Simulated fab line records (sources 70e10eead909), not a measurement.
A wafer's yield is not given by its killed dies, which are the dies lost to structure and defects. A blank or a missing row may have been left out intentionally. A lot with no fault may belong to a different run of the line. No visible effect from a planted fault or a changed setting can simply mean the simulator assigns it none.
fab line records -- flow nand_harc
[record] lots = 5, wafers = 15, last_day = 31
route steps=1302 shown P_ZERO_WELL@29 END@1302
lots that met no fault: taken from a fault-free run of the same line
start_h: the number of hours between the record's first day and the start of the first shown wafer of the lot -- wait_h: hours elapsed since this lot's preceding step -- " same as the row above -- L1.1+2: one row covering several wafers at once -- - no value present, or no start provided -- * or withheld: withheld -- < > ~ a bound
route shown NAME@n: NAME is a module with steps in the file, n the number in the route of the first one -- usual: mean and standard deviation over wafers with no fault -- same: alike in all rows -- chamber/n: place in a boat -- sites: each site's reading -- _std_site: how widely they spread, as a standard deviation -- _edge_site: outer sites' mean less inner sites' -- radius_mm: how far each site lies from the wafer's centre -- mask NAME#n: copy n -- behind: tool/chamber where the wafer was last shaped -- hold: the reason the lot was held/the length of the hold in hours/how it ended -- device: names the non-switching transistor (n, p or np) -- end of line: the route-end tests of the same wafers -- for a step that has no rows: nothing shown but its recipe -- killed: count of dies lost to structure and defects at first sort (not the wafer's yield) -- map: dies across one wafer; x = killed, . = not, _ = none there
set.NAME: the run value of the setting; set.NAME@STEP: its run value at that earlier step -- model.NAME: the simulator's own value behind a step, which no gauge read
lots seen at some steps along the route; tables by step, rows by wafer
services: from which hour (start_h, from the record's first day; less than 0 if before it) a tool's chamber was out of use, for how many hours, and why
[[steps]]
[step NHARC_P_ZERO_WELL_CD_MEAS_24]
[recipe] target_cd_nm = 720, landing_energy_ev = 500
[usual] cd_nm = 720/3.1
lot.wafer,tool,chamber,start_h,wait_h,cd_nm
L600.2,cd_sem-03,0,62.51,-,722
L600.4,cd_sem-03,0,62.51,-,724
L600.6,cd_sem-03,0,62.51,-,725
L607.1,cd_sem-03,0,132.46,-,723
L607.4,cd_sem-03,0,132.46,-,718
L607.5,cd_sem-03,0,132.46,-,722
L611.1,cd_sem-02,0,172.37,-,717
L611.3,cd_sem-02,0,172.37,-,717
L611.6,cd_sem-02,0,172.37,-,719
L613.2,cd_sem-03,0,192.50,-,720
L613.3,cd_sem-03,0,192.50,-,721
L613.6,cd_sem-03,0,192.50,-,724
L614.3,cd_sem-01,0,202.59,-,716
L614.5,cd_sem-01,0,202.59,-,716
L614.6,cd_sem-01,0,202.59,-,721
[step NHARC_P_ZERO_WELL_HARDBAKE_25]
[recipe] temp_c = 125, time_s = 80
[step NHARC_P_ZERO_WELL_DESCUM_26]
[recipe] time_s = 3, o2_flow_sccm = 200, ar_flow_sccm = 0, bias_power_w = 0, chemistry = O2
[usual] chamber_pressure_mTorr = 60.00/0.053, drypump_motor_current_A = 5.8/0.6, oes_product_au = 1.002/0.012, rf_vpp_V = 57.9/0.96, showerhead_plenum_p_Torr = 1.94/0.088, throttle_valve_pct = 11.312/0.0093
lot.wafer,tool,chamber,start_h,wait_h,chamber_pressure_mTorr,drypump_motor_current_A,oes_product_au,rf_hours_counter_h,rf_vpp_V,showerhead_plenum_p_Torr,throttle_valve_pct
L600.2,rie_diel-04,3,62.67,-,60.03,5.6,0.992,17,59.2,2.03,11.297
L600.4,rie_diel-04,0,62.67,-,59.94,5.9,1.006,17,56.3,2.00,11.320
L600.6,rie_diel-04,0,62.67,-,59.87,5.9,1.015,-,56.8,2.00,11.314
L607.1,rie_diel-04,3,132.63,-,59.93,5.6,0.995,38,58.9,2.02,11.314
L607.4,rie_diel-04,0,132.63,-,60.00,5.9,0.998,38,58.3,1.99,11.309
L607.5,rie_diel-04,2,132.63,-,60.07,5.0,1.005,-,57.9,1.96,11.332
L611.3,rie_diel-02,1,172.57,-,60.00,6.6,0.998,37,57.5,1.82,11.334
L611.1,rie_diel-02,2,172.57,-,59.93,5.9,0.994,38,58.6,2.05,11.323
L611.6,rie_diel-02,2,172.57,-,59.89,6.0,0.991,-,56.7,2.05,11.319
L613.2,rie_diel-13,2,192.67,-,59.98,4.9,1.010,8,57.3,1.84,11.298
L613.3,rie_diel-13,3,192.67,-,60.07,6.0,0.997,7,59.0,1.92,11.298
L613.6,rie_diel-13,1,192.67,-,59.96,6.5,1.029,-,58.1,2.07,11.322
L614.3,rie_diel-13,0,202.78,-,59.94,5.3,0.995,8,59.0,1.93,11.318
L614.6,rie_diel-13,1,202.78,-,60.00,6.5,1.026,-,59.0,2.07,11.300
L614.5,rie_diel-13,2,202.78,-,60.06,4.9,1.012,-,57.4,1.84,11.299
[step NHARC_P_ZERO_WELL_IMPLANT_27]
[recipe] energy_kev = 600, dose_cm2 = 1e+13, tilt_deg = 7
[step NHARC_P_ZERO_WELL_IMPLANT_57]
[recipe] energy_kev = 250, dose_cm2 = 4e+12, tilt_deg = 7
[step NHARC_P_ZERO_WELL_IMPLANT_58]
[recipe] energy_kev = 100, dose_cm2 = 2e+12, tilt_deg = 7
[step NHARC_P_ZERO_WELL_STRIP_28]
[recipe] time_s = 840, temp_c = 130, chemistry = SPM
[step NHARC_P_ZERO_WELL_DEHYDRATE_29]
[recipe] temp_c = 150, time_s = 120
[step NHARC_P_ZERO_WELL_HMDS_30]
[recipe] time_s = 30
[step NHARC_P_ZERO_WELL_COAT_31]
[recipe] spin_rpm = withheld
[step NHARC_P_ZERO_WELL_SOFTBAKE_32]
[recipe] temp_c = 122, time_s = 95
[step NHARC_P_ZERO_WELL_EBR_33]
[step NHARC_P_ZERO_WELL_EXPOSE_34]
[recipe] na = 0.6, target_cd_nm = 720, dose_mj = 22.31, mask_id = P_PWELL
[usual] exposure_dose_mJ_cm2 = 22.310/0.022
lot.wafer,tool,chamber,start_h,wait_h,mask,exposure_dose_mJ_cm2
L600.2,krf_scanner-02,0,63.99,-,P_PWELL#0,22.303
L600.4,krf_scanner-02,0,63.99,-,P_PWELL#0,22.291
L600.6,krf_scanner-02,0,63.99,-,P_PWELL#0,22.319
L607.1,krf_scanner-01,0,133.84,-,P_PWELL#0,22.338
L607.4,krf_scanner-01,0,133.84,-,P_PWELL#0,22.311
L607.5,krf_scanner-01,0,133.84,-,P_PWELL#0,22.335
L611.1,krf_scanner-01,0,173.76,-,P_NWELL#0,22.326
L611.3,krf_scanner-01,0,173.76,-,P_NWELL#0,22.326
L611.6,krf_scanner-01,0,173.76,-,P_NWELL#0,22.309
L613.2,krf_scanner-02,0,193.86,-,P_PWELL#0,22.335
L613.3,krf_scanner-02,0,193.86,-,P_PWELL#0,22.347
L613.6,krf_scanner-02,0,193.86,-,P_PWELL#0,22.321
L614.3,krf_scanner-02,0,203.95,-,P_PWELL#0,22.308
L614.5,krf_scanner-02,0,203.95,-,P_PWELL#0,22.345
L614.6,krf_scanner-02,0,203.95,-,P_PWELL#0,22.297
[step NHARC_P_ZERO_WELL_PEB_35]
[recipe] peb_temp_c = 118, peb_time_s = 85
[step NHARC_P_ZERO_WELL_DEVELOP_36]
[recipe] time_s = 70
[step NHARC_P_ZERO_WELL_CD_MEAS_37]
[recipe] target_cd_nm = 720, landing_energy_ev = 500
[usual] cd_nm = 719.8/1.9
lot.wafer,tool,chamber,start_h,wait_h,cd_nm
L600.2,cd_sem-01,0,64.14,-,722.3
L600.4,cd_sem-01,0,64.14,-,721.1
L600.6,cd_sem-01,0,64.14,-,719.8
L607.1,cd_sem-01,0,134.00,-,720.2
L607.4,cd_sem-01,0,134.00,-,720.1
L607.5,cd_sem-01,0,134.00,-,721.4
L611.1,cd_sem-01,0,173.92,-,-
L611.3,cd_sem-01,0,173.92,-,-
L611.6,cd_sem-01,0,173.92,-,-
L613.2,cd_sem-01,0,194.01,-,721.3
L613.3,cd_sem-01,0,194.01,-,722.1
L613.6,cd_sem-01,0,194.01,-,722.3
L614.3,cd_sem-02,0,204.10,-,722.0
L614.5,cd_sem-02,0,204.10,-,719.8
L614.6,cd_sem-02,0,204.10,-,722.2
[step NHARC_P_ZERO_WELL_HARDBAKE_38]
[recipe] temp_c = 125, time_s = 80
[step NHARC_END_SORT_01]
[recipe] temp_c = 25
[usual] killed_at_array = 59/20, killed_at_other = 0.8/1.1, killed_at_periphery = 5/3.1, killed_dies = 64/21, killed_open = 3.4/1.9, killed_short = 2.3/1.7
[same] gross_dies = 677
lot.wafer,tool,chamber,start_h,wait_h,hold,killed_at_array,killed_at_other,killed_at_periphery,killed_dies,killed_open,killed_short
L607.1,prober-02,0,674.49,2.5,-,36,1,4,41,2,3
L607.4,prober-02,0,676.91,3.4,-,39,0,3,42,4,8
L607.5,prober-02,0,677.72,3.7,-,42,1,2,45,5,4
L611.1,prober-02,0,700.50,2.5,await_dispo/1.1h/scrap,50,1,626,677,5,1
L611.3,prober-02,0,702.11,3.1,await_dispo/1.1h/scrap,46,1,630,677,2,1
L611.6,prober-02,0,704.53,4.0,await_dispo/1.1h/scrap,54,1,622,677,4,3
L613.2,prober-01,0,738.91,2.8,-,74,0,4,78,6,4
L613.3,prober-01,0,739.72,3.1,-,71,0,9,80,7,0
L613.6,prober-01,0,742.14,4.0,-,62,0,1,63,2,3
L614.3,prober-02,0,747.42,3.1,-,52,1,10,63,5,4
L614.5,prober-02,0,749.01,3.7,-,81,2,10,93,2,3
L614.6,prober-02,0,749.80,4.0,-,86,2,10,98,5,1
// killed by level:class
L607.1 A_CHANNEL_HOLE_D2:chamber_film_flake=20 A_CHANNEL_HOLE_D1:chamber_film_flake=5 P_ZERO_WELL:chamber_film_flake=2 A_STAIRCASE:chamber_film_flake=2 A_SLIT:chamber_film_flake=2 P_M0:geometric_particle:short=1 A_CHANNEL_FILL_D1:geometric_particle:open=1 A_WL_FILL:geometric_particle:short=1
L607.4 A_CHANNEL_HOLE_D2:chamber_film_flake=13 A_CHANNEL_HOLE_D1:chamber_film_flake=5 A_M1:chamber_film_flake=4 A_STAIRCASE:chamber_film_flake=3 A_WL_FILL:geometric_particle:short=2 A_SLIT:chamber_film_flake=2 P_CONTACT:geometric_particle:open=1 P_CONTACT:geometric_particle:short=1
L607.5 A_CHANNEL_HOLE_D2:chamber_film_flake=22 A_CHANNEL_FILL_D2:chamber_film_flake=3 A_STAIRCASE:chamber_film_flake=3 A_SLIT:chamber_film_flake=3 A_M1:chamber_film_flake=3 P_CONTACT:geometric_particle:open=1 P_M0:geometric_particle:open=1 A_CHANNEL_FILL_D1:geometric_particle:short=1
L611.1 P_ZERO_WELL:area_expose=624 A_SLIT:chamber_film_flake=25 A_CHANNEL_HOLE_D1:chamber_film_flake=8 A_STAIRCASE:chamber_film_flake=4 A_ONON_D1:geometric_particle:open=3 A_CONTACT:chamber_film_flake=3 A_CHANNEL_HOLE_D2:chamber_film_flake=2 A_ONON_D1:geometric_particle:short=1
L611.3 P_ZERO_WELL:area_expose=630 A_SLIT:chamber_film_flake=22 A_CHANNEL_HOLE_D1:chamber_film_flake=9 A_STAIRCASE:chamber_film_flake=5 A_CONTACT:chamber_film_flake=3 A_CHANNEL_HOLE_D1:geometric_particle:open=1 A_ONON_D2:geometric_particle:short=1 A_BLC:geometric_particle:open=1
L611.6 P_ZERO_WELL:area_expose=620 A_SLIT:chamber_film_flake=19 A_CHANNEL_HOLE_D1:chamber_film_flake=9 A_STAIRCASE:chamber_film_flake=7 A_CONTACT:chamber_film_flake=6 A_ONON_D1:geometric_particle:open=2 A_CHANNEL_FILL_D1:chamber_film_flake=2 A_CHANNEL_HOLE_D2:chamber_film_flake=2
L613.2 A_CHANNEL_HOLE_D1:chamber_film_flake=33 A_STAIRCASE:chamber_film_flake=15 A_CONTACT:chamber_film_flake=7 A_CHANNEL_HOLE_D2:chamber_film_flake=6 A_SLIT:chamber_film_flake=5 P_CONTACT:geometric_particle:open=2 A_ONON_D1:geometric_particle:short=2 A_CHANNEL_FILL_D1:geometric_particle:open=2
L613.3 A_CHANNEL_HOLE_D1:chamber_film_flake=36 A_STAIRCASE:chamber_film_flake=18 A_CONTACT:chamber_film_flake=6 P_CONTACT:geometric_particle:open=3 P_ZERO_WELL:chamber_film_flake=3 A_SLIT:chamber_film_flake=3 P_STI:chamber_film_flake=2 A_CHANNEL_HOLE_D2:chamber_film_flake=2
L613.6 A_CHANNEL_HOLE_D1:chamber_film_flake=35 A_STAIRCASE:chamber_film_flake=9 A_SLIT:chamber_film_flake=4 A_CHANNEL_HOLE_D2:chamber_film_flake=3 A_CONTACT:chamber_film_flake=3 A_ONON_D1:geometric_particle:short=2 A_BLC:chamber_film_flake=2 A_CHANNEL_HOLE_D1:geometric_particle:open=1
L614.3 A_SLIT:chamber_film_flake=16 A_CHANNEL_HOLE_D2:chamber_film_flake=13 A_CHANNEL_FILL_D1:chamber_film_flake=6 P_M0:chamber_film_flake=4 A_WL_FILL:chamber_film_flake=3 A_ONON_D1:geometric_particle:open=2 P_STI:chamber_film_flake=2 P_GATE:chamber_film_flake=2
L614.5 A_CHANNEL_HOLE_D2:chamber_film_flake=31 A_SLIT:chamber_film_flake=26 A_CHANNEL_HOLE_D1:chamber_film_flake=6 P_CONTACT:chamber_film_flake=4 P_M0:chamber_film_flake=4 A_STAIRCASE:chamber_film_flake=4 A_CONTACT:chamber_film_flake=4 A_CHANNEL_FILL_D1:chamber_film_flake=3
L614.6 A_SLIT:chamber_film_flake=33 A_CHANNEL_HOLE_D2:chamber_film_flake=18 A_CHANNEL_HOLE_D1:chamber_film_flake=8 A_STAIRCASE:chamber_film_flake=6 A_WL_FILL:chamber_film_flake=6 P_CONTACT:chamber_film_flake=5 A_CONTACT:chamber_film_flake=4 A_CHANNEL_FILL_D1:chamber_film_flake=3
// map L611.1 (x killed, . not)
____________x____________
_________xxxxxxx_________
_______xxxxxxxxxxx_______
______xxxxxxxxxxxxx______
_____xxxxxxxxxxxxxxx_____
____xxxxxxxxxxxxxxxxx____
____xxxxxxxxxxxxxxxxx____
___xxxxxxxxxxxxxxxxxxx___
___xxxxxxxxxxxxxxxxxxx___
__xxxxxxxxxxxxxxxxxxxxx__
__xxxxxxxxxxxxxxxxxxxxx__
_xxxxxxxxxxxxxxxxxxxxxxx_
_xxxxxxxxxxxxxxxxxxxxxxx_
_xxxxxxxxxxxxxxxxxxxxxxx_
_xxxxxxxxxxxxxxxxxxxxxxx_
_xxxxxxxxxxxxxxxxxxxxxxx_
xxxxxxxxxxxxxxxxxxxxxxxxx
xxxxxxxxxxxxxxxxxxxxxxxxx
xxxxxxxxxxxxxxxxxxxxxxxxx
xxxxxxxxxxxxxxxxxxxxxxxxx
xxxxxxxxxxxxxxxxxxxxxxxxx
_xxxxxxxxxxxxxxxxxxxxxxx_
_xxxxxxxxxxxxxxxxxxxxxxx_
_xxxxxxxxxxxxxxxxxxxxxxx_
_xxxxxxxxxxxxxxxxxxxxxxx_
_xxxxxxxxxxxxxxxxxxxxxxx_
__xxxxxxxxxxxxxxxxxxxxx__
__xxxxxxxxxxxxxxxxxxxxx__
___xxxxxxxxxxxxxxxxxxx___
___xxxxxxxxxxxxxxxxxxx___
____xxxxxxxxxxxxxxxxx____
____xxxxxxxxxxxxxxxxx____
_____xxxxxxxxxxxxxxx_____
______xxxxxxxxxxxxx______
_______xxxxxxxxxxx_______
_________xxxxxxx_________
____________x____________
// map L607.5 (x killed, . not)
____________.____________
_________......x_________
_______..........x_______
______.............______
_____.............x._____
____.x.....x.........____
____x.x..............____
___.xx.........x......___
___...xxx........x....___
__.x.xxx.x.............__
__..xx.x..x....x.......__
_...x.xx...x............_
_......................._
_...x..................._
_...xx.................._
_..x...................._
.........x...............
...xx....................
...x......x....x.........
..........x.x............
.......x.................
_......................._
_......................._
_......................._
_...x..................._
_......................._
__.....................__
__.....................__
___...................___
___.......x...........___
____.................____
____.............x...____
_____..x............_____
______.............______
_______..........._______
_________......._________
____________.____________
[[services]]
tool,chamber,start_h,hours,kind
rie_diel-02,-,42.37,9.0,pm
rie_diel-13,0,46.07,-,clean
rie_diel-13,1,46.07,-,clean
rie_diel-13,2,46.07,-,clean
rie_diel-13,3,46.07,-,clean
rie_diel-04,0,47.19,6.5,repair
rie_diel-02,2,58.23,5.0,repair
rie_diel-04,0,58.90,-,clean
rie_diel-04,1,58.90,-,clean
rie_diel-04,2,58.90,-,clean
rie_diel-02,2,80.40,7.0,repair
rie_diel-02,-,84.55,0.5,repair
rie_diel-13,3,87.57,11.0,repair
krf_scanner-02,-,94.00,4.0,pm
rie_diel-04,0,101.09,5.0,repair
rie_diel-04,-,117.12,0.8,repair
rie_diel-02,0,121.54,12.1,repair
krf_scanner-02,0,132.88,-,calibration
krf_scanner-01,-,140.00,4.0,pm
rie_diel-13,-,165.12,9.0,pm
rie_diel-04,-,177.90,9.0,pm
rie_diel-02,-,178.95,0.2,repair
rie_diel-02,3,179.29,4.0,repair
rie_diel-04,-,195.88,0.3,repair
[[key]]
[first_sign] step = NHARC_P_ZERO_WELL_EXPOSE_34, reading = mask, direction = changed
[effect] step = NHARC_P_ZERO_WELL_CD_MEAS_37, reading = cd_nm, direction = missing
[effect] step = NHARC_END_SORT_01, reading = killed_at_periphery, direction = up, sigmas = 99+, usual = 5, struck = 626
[more_kills_born_at] NHARC_P_ZERO_WELL_EXPOSE_34@krf_scanner-01 = 1874
met_at NHARC_P_ZERO_WELL_EXPOSE_34
struck_wafers L611.1,L611.3,L611.6
later_rows_left_out L611.1,L611.3,L611.6
tester_left_out L611
onset_between 133.84 173.76
[fault] kind = wrong_mask, tool = any, chamber = -, onset_h = 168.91, steps = NHARC_P_ZERO_WELL_EXPOSE_34, aux_copy = P_NWELL#0, scope = struck_lots_only
// tester_left_out: of these lots the tester's yield and bins aren't shown, on N5 and GAA mostly nor the transistor test; their killed dies are dies lost to structure and defects alone, not to doping, threshold or leakage, so they don't give the yield
// later_rows_left_out: the simulator's readings of these wafers behind a module that went badly wrong aren't trusted and aren't shown, but for the sort
